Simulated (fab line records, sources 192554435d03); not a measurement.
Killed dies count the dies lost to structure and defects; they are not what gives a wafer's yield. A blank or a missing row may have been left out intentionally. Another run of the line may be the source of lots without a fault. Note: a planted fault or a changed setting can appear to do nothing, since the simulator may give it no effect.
Matching of chambers -- flow n5-finfet -- 4 sister chambers for N5_BEOL_M0_SAQP_ETCH_106 on rie-diel-05
The step etches SOC in N2/H2, stops on SiNx, target depth 150 nm. 8 wafers are shown with their chamber, then 7 later ones without.

== WAFERS WITH THEIR CHAMBER ==
wafer,chamber,throttle-valve-pct (%),drypump-motor-current-A (A)
L409.1,3,17.87,6.04
L409.3,1,17.35,5.91
L409.4,0,17.90,6.10
L414.2,3,17.87,6.03
L414.4,2,17.73,5.49
L414.5,1,17.37,5.84
L420.1,2,17.73,5.50
L420.4,0,17.92,6.11

== WAFERS MISSING THEIR CHAMBER ==
wafer,throttle-valve-pct (%),drypump-motor-current-A (A)
L420.5,17.89,6.03
L423.1,17.74,5.49
L423.4,17.91,6.04
L423.5,17.91,6.03
L426.2,17.94,6.07
L426.4,17.90,6.03
L426.5,17.39,5.86

== THE CHAMBER EACH PASSED THROUGH ==
wafer,from the rows above,in truth
L420.5,can't be placed: 3 or 0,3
L423.1,2,2
L423.4,can't be placed: 0 or 3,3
L423.5,can't be placed: 0 or 3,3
L426.2,0,0
L426.4,can't be placed: 3 or 0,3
L426.5,1,1
3 of 7 placed correctly. Can't be placed from these rows: 4 (the true chamber is among the candidates in 4). Number placed wrongly: 0.
How it was worked out, from the rows above alone: a wafer's distance from a chamber is the root of the sum, over the readings, of the square of ((its reading less the chamber's mean) divided by the reading's scatter). If the next closest chamber is less than 2 further off than the closest, the wafer can't be placed; otherwise it belongs to the closest. A chamber's mean is the mean of its shown wafers. The scatter: take each reading less its chamber's mean, square it, sum over the shown wafers, divide by the number of wafers less the number of chambers, and take the root.
